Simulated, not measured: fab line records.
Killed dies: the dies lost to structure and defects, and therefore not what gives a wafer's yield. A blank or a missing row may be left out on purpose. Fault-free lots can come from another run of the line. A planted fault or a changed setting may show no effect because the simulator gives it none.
Which tool did it? -- flow nand-harc -- Sampling: 11 lots, 33 wafers, 4 of 1159 route steps

== WHAT THE GAUGES SHOWED, per wafer ==
NHARC_P_GATE_INSPECT_68.
lot,measured,on,raw-defect-count
L896,day 5 13:32,defect-inspect-01,172 186 200
L895,day 5 15:01,defect-inspect-01,206 329 363
L901,day 7 05:47,defect-inspect-02,164 153 183
L902,day 7 07:05,defect-inspect-02,101 215 130
L903,day 7 13:20,defect-inspect-02,131 169 104
L907,day 8 16:59,defect-inspect-01,123 218 206
L908,day 8 23:26,defect-inspect-02,158 293 270
L910,day 9 06:28,defect-inspect-02,845 804 769 821 803 771
L916,day 10 16:08,defect-inspect-02,745 760 693 759 757 686
L918,day 11 00:16,defect-inspect-02,127 111 122
L917,day 11 00:40,defect-inspect-02,371 221 228

== EACH LOT AND THE TOOL THAT RAN IT (in order: tool; ch and the chambers of the sampled wafers; start) ==
lot,NHARC_P_GATE_PRECLEAN_97,NHARC_P_GATE_DESCUM_93,NHARC_P_GATE_RTA_64
L896,"wet-bench-02 ch 0,3,4, day 5 04:10","rie-diel-05 ch 2,3, day 5 10:21","rtp-anneal-01 ch 0, day 5 12:16"
L895,"wet-bench-03 ch 4,6,7, day 5 06:01","rie-diel-08 ch 0,1,3, day 5 11:55","rtp-anneal-01 ch 0, day 5 13:45"
L901,"wet-bench-02 ch 1,3,6, day 6 22:08","rie-diel-05 ch 1,2, day 7 02:30","rtp-anneal-02 ch 0, day 7 04:34"
L902,"wet-bench-03 ch 0,4,5, day 6 23:40","rie-diel-05 ch 1,2,3, day 7 04:06","rtp-anneal-02 ch 0, day 7 05:49"
L903,"wet-bench-02 ch 0,1,4, day 7 06:10","rie-diel-11 ch 0,1,2, day 7 10:23","rtp-anneal-02 ch 0, day 7 12:05"
L907,"wet-bench-02 ch 1,2,4, day 8 09:30","rie-diel-08 ch 0,2, day 8 14:06","rtp-anneal-01 ch 0, day 8 15:47"
L908,"wet-bench-03 ch 0,4,7, day 8 15:57","rie-diel-05 ch 1,2, day 8 20:32","rtp-anneal-02 ch 0, day 8 22:10"
L910,"wet-bench-03 ch 2,3,4, day 8 23:14","rie-diel-05 ch 1,2,3, day 9 03:24","rtp-anneal-01 ch 0, day 9 05:14"
L916,"wet-bench-03 ch 1,3,4, day 10 08:51","rie-diel-05 ch 0,3, day 10 13:11","rtp-anneal-02 ch 0, day 10 14:52"
L918,"wet-bench-07 ch 0,3,5, day 10 16:59","rie-diel-05 ch 1,2,3, day 10 21:21","rtp-anneal-02 ch 0, day 10 23:01"
L917,"wet-bench-02 ch 1,3,4, day 10 17:12","rie-diel-05 ch 0,1,3, day 10 21:45","rtp-anneal-01 ch 0, day 10 23:24"
- NHARC_P_GATE_PRECLEAN_97: cleans in SPM, time 600 s.
- NHARC_P_GATE_DESCUM_93: chemistry O2, time 3 s.
- NHARC_P_GATE_RTA_64: time 1 s.

== WHAT THE TOOLS THEMSELVES READ (means of the sampled wafers that have a number; where no wafer has one, the mark that the record gives instead) ==
NHARC_P_GATE_PRECLEAN_97.
lot,tool,temp-c (C)
L896,wet-bench-02,120.13
L895,wet-bench-03,119.94
L901,wet-bench-02,120.01
L902,wet-bench-03,119.96
L903,wet-bench-02,119.89
L907,wet-bench-02,119.92
L908,wet-bench-03,120.01
L910,wet-bench-03,120.05
L916,wet-bench-03,119.88
L918,wet-bench-07,119.88
L917,wet-bench-02,120.06

NHARC_P_GATE_DESCUM_93.
lot,tool,drypump-motor-current-A (A),o2-flow-sccm (sccm),oes-product-au (a.u.),rf-vpp-V (V),showerhead-plenum-p-Torr (Torr),throttle-valve-pct (%)
L896,rie-diel-05,6.0,200.3,1.006,59.1,2.02,11.308
L895,rie-diel-08,5.8,199.6,0.999,58.0,1.90,11.304
L901,rie-diel-05,5.9,199.9,1.003,58.3,2.00,11.311
L902,rie-diel-05,5.8,199.6,1.004,58.0,2.02,11.327
L903,rie-diel-11,6.0,200.0,0.999,57.1,1.96,11.304
L907,rie-diel-08,5.6,200.2,0.999,57.4,2.05,11.300
L908,rie-diel-05,5.9,200.0,0.998,57.8,2.00,11.308
L910,rie-diel-05,5.8,199.5,0.995,57.6,2.01,11.311
L916,rie-diel-05,6.2,200.1,1.001,58.3,2.02,11.315
L918,rie-diel-05,5.8,200.5,1.000,58.8,2.01,11.309
L917,rie-diel-05,5.8,200.3,0.999,58.4,2.02,11.318

NHARC_P_GATE_RTA_64.
lot,tool,lamp-power-pct (%),lamp_zone_2_pct (%),lamp_zone_4_pct (%),wafer_temp_C_max
L896,rtp-anneal-01,39,39,39,1053.5
L895,rtp-anneal-01,39,39,39,1054.1
L901,rtp-anneal-02,32,32,32,1055.8
L902,rtp-anneal-02,32,32,32,1055.5
L903,rtp-anneal-02,32,32,32,1054.8
L907,rtp-anneal-01,39,39,39,1054.9
L908,rtp-anneal-02,32,32,32,1054.7
L910,rtp-anneal-01,39,39,39,1054.6
L916,rtp-anneal-02,32,32,32,1054.5
L918,rtp-anneal-02,32,32,32,1054.9
L917,rtp-anneal-01,39,39,39,1054.3

== THE ANSWER, worked out from the rows above alone ==
Rule: the lots themselves supply what counts as usual. Put in order of their means at a reading, lots are off if they are a third of the lots or fewer, leave a main group of 4 or more, and stand apart from it by a gap of 3 or more times the standard deviation of the main group's means; of several such gaps the widest counts. Not used: any main group whose means are identical at the precision the tables above print for the reading. Also off: a lot with no number at a reading for which 4 or more lots have one. Any other lot the step has rows for is counted as sound. First the gauges in route order, then the tools' own readings, where a lot's mean is used as printed above. The first step at which some lot is off is used, and at that step the reading that is off furthest; a lot without a number counts as furthest.
Off at NHARC_P_GATE_INSPECT_68 (raw-defect-count): L910, L916. Mean 195 and standard deviation 59 in the main group.
A tool fits if, at a process step before that reading, it ran every lot that is off, and no sound lot after the first of them. Those tools and the gauges at NHARC_P_GATE_INSPECT_68 are tried in the same way. One candidate fits, namely wet-bench-03 at NHARC_P_GATE_PRECLEAN_97. Its last sound lot is L908 (day 8 15:57), its first lot that is off L910 (day 8 23:14): a fault that began between those two fits.

== WHAT THE SIMULATOR PUT IN ==
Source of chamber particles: wet-bench-03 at NHARC_P_GATE_PRECLEAN_97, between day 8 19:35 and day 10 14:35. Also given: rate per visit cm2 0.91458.
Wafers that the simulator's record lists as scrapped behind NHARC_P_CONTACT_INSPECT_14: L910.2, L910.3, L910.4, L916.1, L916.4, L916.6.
Lots struck among those shown: L910, L916. The rule above reached the same finding.
